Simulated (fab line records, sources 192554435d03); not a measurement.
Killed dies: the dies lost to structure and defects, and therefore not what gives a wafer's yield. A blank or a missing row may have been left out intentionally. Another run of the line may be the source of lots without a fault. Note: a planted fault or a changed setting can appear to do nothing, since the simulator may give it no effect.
Which tool was responsible? :: flow n5_finfet :: 32 wafers sampled from 11 lots at 1 step of a route of 1938

WHAT THE GAUGES SHOWED, per wafer
N5_BEOL_M6_INSPECT_58: inspects for defects (darkfield).
lot: L121
measured: day 14 22:10
on: defect_inspect-02
raw_defect_count: 45 54 43

lot: L117
measured: day 16 08:19
on: defect_inspect-02
raw_defect_count: 71 111 91

lot: L122
measured: day 16 13:07
on: defect_inspect-02
raw_defect_count: 49 83 54

lot: L123
measured: day 16 22:44
on: defect_inspect-02
raw_defect_count: 74 49 48

lot: L126
measured: day 17 21:46
on: defect_inspect-01
raw_defect_count: 47 69 54

lot: L124
measured: day 18 05:23
on: defect_inspect-01
raw_defect_count: 63 47 92

lot: L125
measured: day 18 14:35
on: defect_inspect-01
raw_defect_count: 87 84 66

lot: L131
measured: day 19 01:32
on: defect_inspect-01
raw_defect_count: 76 70 51

lot: L135
measured: day 20 01:08
on: defect_inspect-02
raw_defect_count: 40 63 56

lot: L136
measured: day 20 03:25
on: defect_inspect-01
raw_defect_count: 84 66

lot: L139
measured: day 21 05:08
on: defect_inspect-01
raw_defect_count: 117 92 91

WHAT TOOL EACH LOT RAN ON (gives the tool, then ch and the chambers of the sampled wafers, and finally the start)
No process step before these readings appears in the record.

THE ANSWER, worked out from the rows above alone
Rule: the lots themselves supply what counts as usual. Put in order of their means at a reading, lots are off if they are a third of the lots or fewer, leave a main group of 4 or more, and stand apart from it by a gap of 3 or more times the standard deviation of the main group's means; of several such gaps the widest counts. A main group is skipped when, at the precision printed for the reading in the tables above, its means are all equal. A lot without any number at a reading at which 4 lots or more have one is off too. All remaining lots with rows at the step are treated as sound.
No lot is off at any reading shown: from this, nothing can be told.

WHAT THE SIMULATOR HAD INSERTED
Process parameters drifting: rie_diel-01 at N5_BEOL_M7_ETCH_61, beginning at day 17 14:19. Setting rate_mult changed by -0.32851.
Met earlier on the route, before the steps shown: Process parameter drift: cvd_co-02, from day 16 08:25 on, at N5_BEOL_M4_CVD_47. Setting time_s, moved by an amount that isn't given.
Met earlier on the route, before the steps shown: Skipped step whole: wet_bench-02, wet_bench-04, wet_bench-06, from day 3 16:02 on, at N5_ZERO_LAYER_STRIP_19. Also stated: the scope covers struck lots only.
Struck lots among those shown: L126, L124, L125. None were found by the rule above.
